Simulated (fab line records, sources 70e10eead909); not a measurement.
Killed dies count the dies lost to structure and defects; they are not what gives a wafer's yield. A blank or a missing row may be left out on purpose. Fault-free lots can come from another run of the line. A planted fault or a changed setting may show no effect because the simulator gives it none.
Chamber matching / flow nand_harc / rie_diel-11 running NHARC_HYBRID_BOND_ACTIVATE_00: 4 sister chambers
The step chemistry N2, time 60 s. 18 wafers are shown with their chamber, then 9 later ones without.

== WAFERS WITH THEIR CHAMBER ==
wafer=L282.2; chamber=1; showerhead_plenum_p_Torr (Torr)=1.75; drypump_motor_current_A (A)=6.3; oes_product_au (a.u.)=1.000
wafer=L282.4; chamber=3; showerhead_plenum_p_Torr (Torr)=1.80; drypump_motor_current_A (A)=6.2; oes_product_au (a.u.)=1.020
wafer=L282.6; chamber=3; showerhead_plenum_p_Torr (Torr)=1.80; drypump_motor_current_A (A)=6.2; oes_product_au (a.u.)=1.012
wafer=L283.4; chamber=3; showerhead_plenum_p_Torr (Torr)=1.80; drypump_motor_current_A (A)=6.1; oes_product_au (a.u.)=1.027
wafer=L283.5; chamber=0; showerhead_plenum_p_Torr (Torr)=1.71; drypump_motor_current_A (A)=5.3; oes_product_au (a.u.)=1.006
wafer=L283.6; chamber=1; showerhead_plenum_p_Torr (Torr)=1.75; drypump_motor_current_A (A)=6.3; oes_product_au (a.u.)=1.004
wafer=L285.1; chamber=1; showerhead_plenum_p_Torr (Torr)=1.75; drypump_motor_current_A (A)=6.3; oes_product_au (a.u.)=1.007
wafer=L285.3; chamber=3; showerhead_plenum_p_Torr (Torr)=1.79; drypump_motor_current_A (A)=6.1; oes_product_au (a.u.)=1.029
wafer=L285.5; chamber=2; showerhead_plenum_p_Torr (Torr)=1.87; drypump_motor_current_A (A)=5.3; oes_product_au (a.u.)=1.018
wafer=L286.1; chamber=1; showerhead_plenum_p_Torr (Torr)=1.75; drypump_motor_current_A (A)=6.3; oes_product_au (a.u.)=1.001
wafer=L286.3; chamber=2; showerhead_plenum_p_Torr (Torr)=1.87; drypump_motor_current_A (A)=5.4; oes_product_au (a.u.)=1.016
wafer=L286.5; chamber=2; showerhead_plenum_p_Torr (Torr)=1.87; drypump_motor_current_A (A)=5.4; oes_product_au (a.u.)=1.005
wafer=L298.1; chamber=3; showerhead_plenum_p_Torr (Torr)=1.79; drypump_motor_current_A (A)=6.2; oes_product_au (a.u.)=1.023
wafer=L298.4; chamber=0; showerhead_plenum_p_Torr (Torr)=1.71; drypump_motor_current_A (A)=5.3; oes_product_au (a.u.)=1.003
wafer=L298.5; chamber=1; showerhead_plenum_p_Torr (Torr)=1.75; drypump_motor_current_A (A)=6.3; oes_product_au (a.u.)=1.000
wafer=L297.2; chamber=0; showerhead_plenum_p_Torr (Torr)=1.71; drypump_motor_current_A (A)=5.4; oes_product_au (a.u.)=1.015
wafer=L297.3; chamber=2; showerhead_plenum_p_Torr (Torr)=1.86; drypump_motor_current_A (A)=5.4; oes_product_au (a.u.)=1.003
wafer=L297.6; chamber=0; showerhead_plenum_p_Torr (Torr)=1.71; drypump_motor_current_A (A)=5.4; oes_product_au (a.u.)=1.015

SIGNATURES, as means of the wafers listed above
reading=showerhead_plenum_p_Torr; chamber 0=1.7100; chamber 1=1.7500; chamber 2=1.8675; chamber 3=1.7960; scatter within a chamber=0.00373
reading=drypump_motor_current_A; chamber 0=5.350; chamber 1=6.300; chamber 2=5.375; chamber 3=6.160; scatter within a chamber=0.0459
reading=oes_product_au; chamber 0=1.00975; chamber 1=1.00240; chamber 2=1.01050; chamber 3=1.02220; scatter within a chamber=0.006
Rule: for a wafer and a chamber, the distance is found by dividing, reading by reading, the gap between the wafer's reading and the chamber's mean by the reading's scatter, squaring, summing and taking the root. The wafer belongs to the nearest chamber; if the next one is less than 2 further off, it can't be placed. The scatter is the square root of a quotient: the sum, over the shown wafers, of each reading's squared deviation from its chamber's mean, divided by wafers minus chambers.

== WAFERS WHOSE CHAMBER IS MISSING ==
wafer=L299.1; showerhead_plenum_p_Torr (Torr)=1.75; drypump_motor_current_A (A)=6.3; oes_product_au (a.u.)=0.985
wafer=L299.2; showerhead_plenum_p_Torr (Torr)=1.71; drypump_motor_current_A (A)=5.3; oes_product_au (a.u.)=1.008
wafer=L299.4; showerhead_plenum_p_Torr (Torr)=1.79; drypump_motor_current_A (A)=6.1; oes_product_au (a.u.)=1.022
wafer=L300.2; showerhead_plenum_p_Torr (Torr)=1.75; drypump_motor_current_A (A)=6.3; oes_product_au (a.u.)=0.993
wafer=L300.4; showerhead_plenum_p_Torr (Torr)=1.71; drypump_motor_current_A (A)=5.4; oes_product_au (a.u.)=1.002
wafer=L300.6; showerhead_plenum_p_Torr (Torr)=1.71; drypump_motor_current_A (A)=5.4; oes_product_au (a.u.)=1.009
wafer=L302.3; showerhead_plenum_p_Torr (Torr)=1.75; drypump_motor_current_A (A)=6.3; oes_product_au (a.u.)=0.991
wafer=L302.4; showerhead_plenum_p_Torr (Torr)=1.71; drypump_motor_current_A (A)=5.4; oes_product_au (a.u.)=1.005
wafer=L302.5; showerhead_plenum_p_Torr (Torr)=1.71; drypump_motor_current_A (A)=5.3; oes_product_au (a.u.)=1.005

== WHICH CHAMBER EACH ONE RAN IN ==
wafer=L299.1; from the rows above=1; in truth=1
wafer=L299.2; from the rows above=0; in truth=0
wafer=L299.4; from the rows above=3; in truth=3
wafer=L300.2; from the rows above=1; in truth=1
wafer=L300.4; from the rows above=0; in truth=0
wafer=L300.6; from the rows above=0; in truth=0
wafer=L302.3; from the rows above=1; in truth=1
wafer=L302.4; from the rows above=0; in truth=0
wafer=L302.5; from the rows above=0; in truth=0
Correct placement for 9 of the 9. Not placeable from these rows: 0. Placed wrongly: 0.
